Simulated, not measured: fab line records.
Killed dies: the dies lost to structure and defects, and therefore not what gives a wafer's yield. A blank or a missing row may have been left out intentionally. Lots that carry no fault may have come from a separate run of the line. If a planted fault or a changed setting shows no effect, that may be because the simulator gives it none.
Which tool did it?    flow nand-harc    20 lots, 60 wafers sampled, at 5 steps of a route of 1159

WHAT EACH GAUGE READ, for each wafer
NHARC_P_M1_CD_MEAS_16. Usual: 130.0 nm for cd-nm, sd 0.61.
lot   measured      on         cd-nm (nm)         flag
L074  day 6 00:48   cd-sem-02  130.1 130.3 130.5  
L075  day 6 15:43   cd-sem-03  130.3 130.8 129.9  
L077  day 6 19:10   cd-sem-02  130.4 130.7 130.9  
L076  day 6 18:42   cd-sem-02  131.0 129.8 129.8  
L078  day 7 05:41   cd-sem-03  130.5 129.8 130.4  
L080  day 7 14:41   cd-sem-02  130.9 129.8 129.8  
L081  day 8 07:32   cd-sem-02  129.2 130.0 129.8  
L082  day 8 12:44   cd-sem-02  129.5 129.6 130.2  
L085  day 8 17:52   cd-sem-01  128.8 128.8 130.0  
L084  day 8 18:13   cd-sem-03  130.0 129.3 129.2  
L087  day 9 10:50   cd-sem-03  129.4 129.8 130.4  
L086  day 9 12:39   cd-sem-01  130.7 130.4 130.8  
L088  day 10 02:42  cd-sem-02  129.8 129.3 129.3  
L089  day 10 02:07  cd-sem-02  129.5 130.9 130.5  
L090  day 10 03:20  cd-sem-01  130.5 130.0 130.1  
L091  day 10 11:13  cd-sem-02  129.4 129.3 129.5  
L092  day 10 09:04  cd-sem-02  130.2 130.0 130.1  
L093  day 10 16:18  cd-sem-03  130.0 129.9 129.5  
L095  day 11 04:52  cd-sem-03  130.5 130.4 129.9  
L097  day 11 12:31  cd-sem-03  129.0 128.8 129.9  

TOOL THAT RAN EACH LOT (tool first, then ch and the chambers of the sampled wafers, then the start)
lot   NHARC_P_GATE_STRIP_108              NHARC_P_M0_DESCUM_14                NHARC_P_M0_ETCH_34                  NHARC_P_M1_ETCH_35
L074  rie-diel-01 ch 0,1,3, day 4 17:19   rie-diel-09 ch 0,1,3, day 5 20:23   rie-diel-09 ch 0,1,3, day 5 20:28   rie-diel-07 ch 1,2,3, day 6 00:34
L075  rie-diel-01 ch 0,3, day 5 01:50     rie-diel-06 ch 1,2,3, day 6 11:11   rie-diel-06 ch 1,2, day 6 11:14     rie-diel-07 ch 1,2,3, day 6 15:29
L077  rie-diel-01 ch 0,2, day 5 14:09     rie-diel-02 ch 0,2,3, day 6 14:49   rie-diel-02 ch 2,3, day 6 14:53     rie-diel-05 ch 0,3, day 6 18:56
L076  rie-diel-03 ch 1,2,3, day 5 14:14   rie-diel-09 ch 1,3, day 6 14:18     rie-diel-09 ch 1,3, day 6 14:26     rie-diel-07 ch 0,1,3, day 6 18:29
L078  rie-diel-03 ch 0,1,3, day 5 17:43   rie-diel-06 ch 1,3, day 7 01:26     rie-diel-06 ch 0,1,3, day 7 01:30   rie-diel-07 ch 0,2,3, day 7 05:29
L080  rie-diel-01 ch 0,1,2, day 6 10:07   rie-diel-06 ch 0,1,2, day 7 09:59   rie-diel-06 ch 1,2,3, day 7 10:05   rie-diel-05 ch 0,1,2, day 7 14:28
L081  rie-diel-03 ch 1,3, day 7 01:42     rie-diel-09 ch 1,3, day 8 03:08     rie-diel-09 ch 1,3, day 8 03:13     rie-diel-08 ch 2,3, day 8 07:19
L082  rie-diel-01 ch 0,2,3, day 7 03:22   rie-diel-06 ch 0,2,3, day 8 08:19   rie-diel-06 ch 0,3, day 8 08:24     rie-diel-08 ch 1,2, day 8 12:31
L085  rie-diel-04 ch 1,2,3, day 7 12:14   rie-diel-09 ch 1,3, day 8 13:17     rie-diel-09 ch 0,3, day 8 13:22     rie-diel-08 ch 1,3, day 8 17:38
L084  rie-diel-03 ch 0,2,3, day 7 12:23   rie-diel-09 ch 0,1,3, day 8 13:38   rie-diel-09 ch 0,1,2, day 8 13:43   rie-diel-07 ch 1,2,3, day 8 18:01
L087  rie-diel-04 ch 0,3, day 8 03:08     rie-diel-06 ch 0,3, day 9 06:31     rie-diel-06 ch 0,3, day 9 06:36     rie-diel-08 ch 0,3, day 9 10:37
L086  rie-diel-04 ch 1,2,3, day 8 03:36   rie-diel-02 ch 0,2,3, day 9 07:37   rie-diel-02 ch 0,2, day 9 07:41     rie-diel-07 ch 0,1, day 9 12:26
L088  rie-diel-04 ch 1,3, day 8 13:38     rie-diel-02 ch 1,2, day 9 22:08     rie-diel-02 ch 2,3, day 9 22:13     rie-diel-08 ch 0,2, day 10 02:28
L089  rie-diel-03 ch 0,1,2, day 8 13:43   rie-diel-09 ch 1,2,3, day 9 21:34   rie-diel-09 ch 0,1,2, day 9 21:39   rie-diel-08 ch 0,2, day 10 01:52
L090  rie-diel-04 ch 1,3, day 8 19:50     rie-diel-09 ch 1,2, day 9 22:38     rie-diel-09 ch 0,1,2, day 9 22:43   rie-diel-08 ch 0,2, day 10 03:05
L091  rie-diel-01 ch 0,1,3, day 9 04:35   rie-diel-06 ch 1,2,3, day 10 06:28  rie-diel-06 ch 1,2,3, day 10 06:33  rie-diel-05 ch 0,3, day 10 10:59
L092  rie-diel-04 ch 0,1,2, day 9 04:41   rie-diel-02 ch 0,1,2, day 10 04:08  rie-diel-02 ch 1,2,3, day 10 04:13  rie-diel-05 ch 0,1,3, day 10 08:50
L093  rie-diel-03 ch 0,1,2, day 9 12:21   rie-diel-02 ch 0,1,3, day 10 11:47  rie-diel-02 ch 1,2,3, day 10 11:52  rie-diel-08 ch 0,1,2, day 10 16:06
L095  rie-diel-03 ch 1,2,3, day 9 20:44   rie-diel-02 ch 1,2,3, day 11 00:09  rie-diel-02 ch 1,2,3, day 11 00:14  rie-diel-05 ch 0,2,3, day 11 04:38
L097  rie-diel-01 ch 0,2,3, day 10 06:21  rie-diel-02 ch 1,2,3, day 11 07:58  rie-diel-02 ch 0,2, day 11 08:02    rie-diel-08 ch 1,3, day 11 12:17
- NHARC_P_GATE_STRIP_108: strips in O2.
- NHARC_P_M0_DESCUM_14: chemistry O2, time 3 s.
- NHARC_P_M0_ETCH_34: etches the open film in N2/H2, target depth 40 nm, overetch 12 nm, time 43.94 s.
- NHARC_P_M1_ETCH_35: etches the open film in N2/H2, target depth 40 nm, overetch 12 nm, time 43.94 s.

AS READ BY THE TOOLS THEMSELVES (means over the sampled wafers that have a number; for cases with no such wafer, the mark the record gives instead)
NHARC_P_GATE_STRIP_108. Usual: drypump-motor-current-A 5.9 A, standard deviation 0.46; oes-product-au 1.001 a.u., standard deviation 0.0077; rf-vpp-V 57.8 V, standard deviation 0.9; showerhead-plenum-p-Torr 3.52 Torr, standard deviation 0.17; throttle-valve-pct 17.036 %, standard deviation 0.0091.
lot   tool         drypump-motor-current-A (A)  oes-product-au (a.u.)  rf-vpp-V (V)  showerhead-plenum-p-Torr (Torr)  throttle-valve-pct (%)  flag
L074  rie-diel-01  5.5                          1.001                  58.1          3.67                             17.041                  
L075  rie-diel-01  5.4                          1.000                  57.6          3.65                             17.034                  
L077  rie-diel-01  5.4                          1.003                  57.6          3.54                             17.026                  
L076  rie-diel-03  6.5                          1.010                  57.7          3.55                             17.039                  
L078  rie-diel-03  6.0                          0.992                  57.8          3.47                             17.044                  
L080  rie-diel-01  5.5                          0.998                  58.1          3.55                             17.032                  
L081  rie-diel-03  6.4                          1.004                  57.7          3.61                             17.044                  
L082  rie-diel-01  5.5                          1.006                  57.7          3.56                             17.033                  
L085  rie-diel-04  5.9                          0.996                  57.5          3.45                             17.033                  
L084  rie-diel-03  6.1                          1.014                  57.4          3.52                             17.033                  
L087  rie-diel-04  6.0                          0.993                  58.4          3.69                             17.031                  
L086  rie-diel-04  5.9                          1.012                  58.6          3.44                             17.034                  
L088  rie-diel-04  6.1                          1.010                  57.0          3.58                             17.042                  
L089  rie-diel-03  6.1                          1.000                  57.4          3.39                             17.034                  
L090  rie-diel-04  6.1                          1.003                  57.8          3.58                             17.033                  
L091  rie-diel-01  5.5                          0.994                  57.8          3.66                             17.028                  
L092  rie-diel-04  5.9                          0.999                  57.5          3.41                             17.046                  
L093  rie-diel-03  6.2                          1.002                  57.4          3.39                             17.029                  
L095  rie-diel-03  6.5                          0.999                  58.1          3.53                             17.033                  
L097  rie-diel-01  5.5                          0.999                  56.9          3.55                             17.035                  

NHARC_P_M0_DESCUM_14. Usual: drypump-motor-current-A 5.70 A, standard deviation 0.26; oes-product-au 1.001 a.u., standard deviation 0.0097; rf-vpp-V 57.8 V, standard deviation 0.9; showerhead-plenum-p-Torr 1.90 Torr, standard deviation 0.09; throttle-valve-pct 11.311 %, standard deviation 0.0091.
lot   tool         drypump-motor-current-A (A)  oes-product-au (a.u.)  rf-vpp-V (V)  showerhead-plenum-p-Torr (Torr)  throttle-valve-pct (%)  flag
L074  rie-diel-09  5.53                         0.989                  58.3          1.97                             11.318                  
L075  rie-diel-06  5.73                         1.011                  58.0          1.89                             11.307                  
L077  rie-diel-02  5.92                         1.013                  57.4          1.87                             11.306                  
L076  rie-diel-09  5.67                         0.994                  57.7          1.98                             11.315                  
L078  rie-diel-06  5.69                         1.003                  57.0          1.83                             11.310                  
L080  rie-diel-06  5.50                         1.000                  57.5          1.88                             11.318                  
L081  rie-diel-09  5.64                         0.999                  57.5          1.91                             11.301                  
L082  rie-diel-06  5.59                         1.010                  57.8          1.89                             11.310                  
L085  rie-diel-09  5.68                         0.984                  58.1          1.97                             11.309                  
L084  rie-diel-09  5.53                         0.989                  58.0          1.97                             11.311                  
L087  rie-diel-06  5.44                         1.006                  57.6          1.83                             11.320                  
L086  rie-diel-02  5.93                         1.007                  57.2          1.87                             11.309                  
L088  rie-diel-02  6.02                         1.003                  58.0          1.95                             11.312                  
L089  rie-diel-09  5.71                         0.991                  57.6          1.90                             11.307                  
L090  rie-diel-09  5.69                         0.991                  58.6          1.96                             11.314                  
L091  rie-diel-06  5.71                         1.009                  57.3          1.89                             11.304                  
L092  rie-diel-02  5.98                         1.008                  58.1          1.89                             11.309                  
L093  rie-diel-02  5.91                         1.009                  58.3          1.93                             11.315                  
L095  rie-diel-02  5.97                         1.008                  57.1          1.93                             11.306                  
L097  rie-diel-02  5.95                         1.004                  57.2          1.93                             11.320                  

NHARC_P_M0_ETCH_34. Usual: drypump-motor-current-A 5.71 A, standard deviation 0.25; h2-flow-sccm 150.0 sccm, standard deviation 0.45; oes-product-au 1.001 a.u., standard deviation 0.0098; rf-vpp-V 430.2 V, standard deviation 2.8; showerhead-plenum-p-Torr 2.04 Torr, standard deviation 0.098; throttle-valve-pct 14.171 %, standard deviation 0.0095.
lot   tool         drypump-motor-current-A (A)  h2-flow-sccm (sccm)  oes-product-au (a.u.)  rf-vpp-V (V)  showerhead-plenum-p-Torr (Torr)  throttle-valve-pct (%)  flag
L074  rie-diel-09  5.53                         150.2                0.986                  431.8         2.10                             14.168                  
L075  rie-diel-06  5.62                         150.5                1.007                  429.4         2.01                             14.176                  
L077  rie-diel-02  5.94                         150.2                0.990                  429.1         1.99                             14.176                  
L076  rie-diel-09  5.67                         150.3                0.987                  432.0         2.10                             14.179                  
L078  rie-diel-06  5.55                         150.4                1.010                  427.3         1.95                             14.169                  
L080  rie-diel-06  5.74                         150.3                1.006                  430.1         2.01                             14.170                  
L081  rie-diel-09  5.68                         149.9                0.991                  431.4         2.10                             14.168                  
L082  rie-diel-06  5.65                         149.8                1.004                  426.4         1.96                             14.158                  
L085  rie-diel-09  5.35                         150.2                0.995                  432.7         2.10                             14.175                  
L084  rie-diel-09  5.56                         150.3                0.985                  432.1         2.09                             14.170                  
L087  rie-diel-06  5.42                         150.0                1.002                  426.8         1.95                             14.177                  
L086  rie-diel-02  5.94                         149.8                1.001                  427.5         1.94                             14.180                  
L088  rie-diel-02  5.96                         150.3                1.009                  429.5         1.99                             14.175                  
L089  rie-diel-09  5.56                         149.2                0.996                  431.8         2.08                             14.164                  
L090  rie-diel-09  5.55                         149.8                0.995                  431.2         2.08                             14.169                  
L091  rie-diel-06  5.72                         149.6                1.008                  429.8         2.01                             14.177                  
L092  rie-diel-02  5.95                         150.8                1.002                  431.4         2.06                             14.173                  
L093  rie-diel-02  5.97                         150.0                1.011                  431.8         2.06                             14.174                  
L095  rie-diel-02  5.95                         150.1                0.999                  430.8         2.06                             14.166                  
L097  rie-diel-02  5.95                         150.3                1.005                  427.7         1.94                             14.173                  

NHARC_P_M1_ETCH_35. Usual: drypump-motor-current-A 5.8 A, standard deviation 0.4; h2-flow-sccm 150.0 sccm, standard deviation 0.41; oes-product-au 1.001 a.u., standard deviation 0.0081; rf-vpp-V 429.9 V, standard deviation 2.6; showerhead-plenum-p-Torr 2.02 Torr, standard deviation 0.087; throttle-valve-pct 14.172 %, standard deviation 0.0083.
lot   tool         drypump-motor-current-A (A)  h2-flow-sccm (sccm)  oes-product-au (a.u.)  rf-vpp-V (V)  showerhead-plenum-p-Torr (Torr)  throttle-valve-pct (%)  flag
L074  rie-diel-07  5.8                          150.0                0.996                  429.5         1.99                             14.174                  
L075  rie-diel-07  5.8                          150.3                0.994                  429.3         1.99                             14.179                  
L077  rie-diel-05  5.7                          149.9                1.001                  428.5         1.96                             14.177                  
L076  rie-diel-07  5.7                          150.0                0.998                  428.9         1.98                             14.166                  
L078  rie-diel-07  5.9                          150.2                1.009                  428.8         2.00                             14.169                  
L080  rie-diel-05  5.9                          150.0                0.996                  430.4         2.03                             14.168                  
L081  rie-diel-08  5.8                          149.9                1.001                  429.0         2.00                             14.168                  
L082  rie-diel-08  5.5                          150.5                0.990                  432.1         2.12                             14.171                  
L085  rie-diel-08  6.2                          149.9                0.995                  428.7         1.96                             14.182                  
L084  rie-diel-07  5.8                          149.6                0.996                  430.0         1.99                             14.169                  
L087  rie-diel-08  6.1                          150.1                1.006                  427.5         1.96                             14.174                  
L086  rie-diel-07  5.7                          150.4                0.992                  429.6         2.01                             14.180                  
L088  rie-diel-08  5.7                          149.8                1.006                  432.7         2.10                             14.179                  
L089  rie-diel-08  5.4                          149.9                0.992                  433.5         2.15                             14.172                  
L090  rie-diel-08  5.7                          150.2                1.003                  432.8         2.10                             14.171                  
L091  rie-diel-05  5.7                          149.8                1.008                  428.2         1.96                             14.170                  
L092  rie-diel-05  5.8                          150.0                1.013                  429.8         2.02                             14.169                  
L093  rie-diel-08  5.8                          150.2                1.002                  430.9         2.08                             14.171                  
L095  rie-diel-05  5.5                          149.8                1.006                  427.9         1.95                             14.171                  
L097  rie-diel-08  6.2                          150.0                1.005                  428.1         1.96                             14.170                  

THE ANSWER, worked out from the rows above alone
Rule: lot off if the mean of its wafers having a number is beyond 3 standard deviations from the usual mean. A lot without any number at a reading at which 4 lots or more have one is off too. Any other lot the step has rows for is counted as sound. The gauges are gone through in route order, then the tools' own readings, and for those a lot's mean is taken as printed above. The first step at which some lot is off is used, and at that step the reading that is off furthest; a lot without a number counts as furthest.
Nothing can be told from this: no lot is off at any reading shown.

WHAT WAS PUT IN BY THE SIMULATOR
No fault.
